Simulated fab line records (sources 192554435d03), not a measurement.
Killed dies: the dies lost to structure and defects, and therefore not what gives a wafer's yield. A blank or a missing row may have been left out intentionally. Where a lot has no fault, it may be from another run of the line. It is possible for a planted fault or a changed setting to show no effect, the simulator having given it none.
Matching of chambers ; flow n5 finfet ; 4 sister chambers for N5_MOL_CONTACT_COAG_STRIP_96 on rie diel-01
The step strips in N2/H2. 14 wafers are shown with their chamber, then 7 later ones without.

WAFERS WITH THEIR CHAMBER
wafer;chamber;drypump motor current A (A);throttle valve pct (%);showerhead plenum p Torr (Torr)
L077.3;0;6.3;19.0;3.42
L077.5;0;6.3;19.1;3.41
L077.6;1;5.8;20.0;3.34
L079.1;2;5.3;19.2;3.52
L079.2;1;5.8;20.0;3.34
L079.6;2;5.3;19.2;3.51
L080.1;3;6.0;18.9;3.39
L080.3;1;5.8;20.0;3.34
L080.4;0;6.3;19.1;3.41
L081.1;0;6.4;19.1;3.41
L081.3;2;5.3;19.2;3.51
L081.6;2;5.3;19.2;3.51
L085.2;1;5.8;20.1;3.33
L085.4;0;6.3;19.1;3.40

SIGNATURES (means of the wafers above)
reading;chamber 0;chamber 1;chamber 2;chamber 3;scatter within a chamber
drypump motor current A;6.320;5.800;5.300;6.000;0.0283
throttle valve pct;19.080;20.025;19.200;18.900;0.0394
showerhead plenum p Torr;3.4100;3.3375;3.5125;3.3900;0.00592
Rule: for each reading, subtract the chamber's mean from the wafer's reading, divide by that reading's scatter and square the result; add these up over the readings and take the root, which gives the wafer's distance from the chamber. The wafer belongs to the nearest chamber; if the next one is less than 2 further off, it can't be placed. The scatter is the square root of a quotient: the sum, over the shown wafers, of each reading's squared deviation from its chamber's mean, divided by wafers minus chambers.

WAFERS WITH NO CHAMBER GIVEN
wafer;drypump motor current A (A);throttle valve pct (%);showerhead plenum p Torr (Torr)
L085.5;5.8;20.1;3.33
L087.3;5.8;20.1;3.33
L087.5;5.8;20.1;3.33
L087.6;5.3;19.2;3.51
L089.1;5.8;20.1;3.33
L089.2;6.0;18.9;3.38
L089.3;5.3;19.2;3.50

EACH ONE'S CHAMBER
wafer;from the rows above;in truth
L085.5;1;1
L087.3;1;1
L087.5;1;1
L087.6;2;2
L089.1;1;1
L089.2;3;3
L089.3;2;2
Correct placement for 7 of the 7. From these rows, 0 cannot be placed. Number placed wrongly: 0.
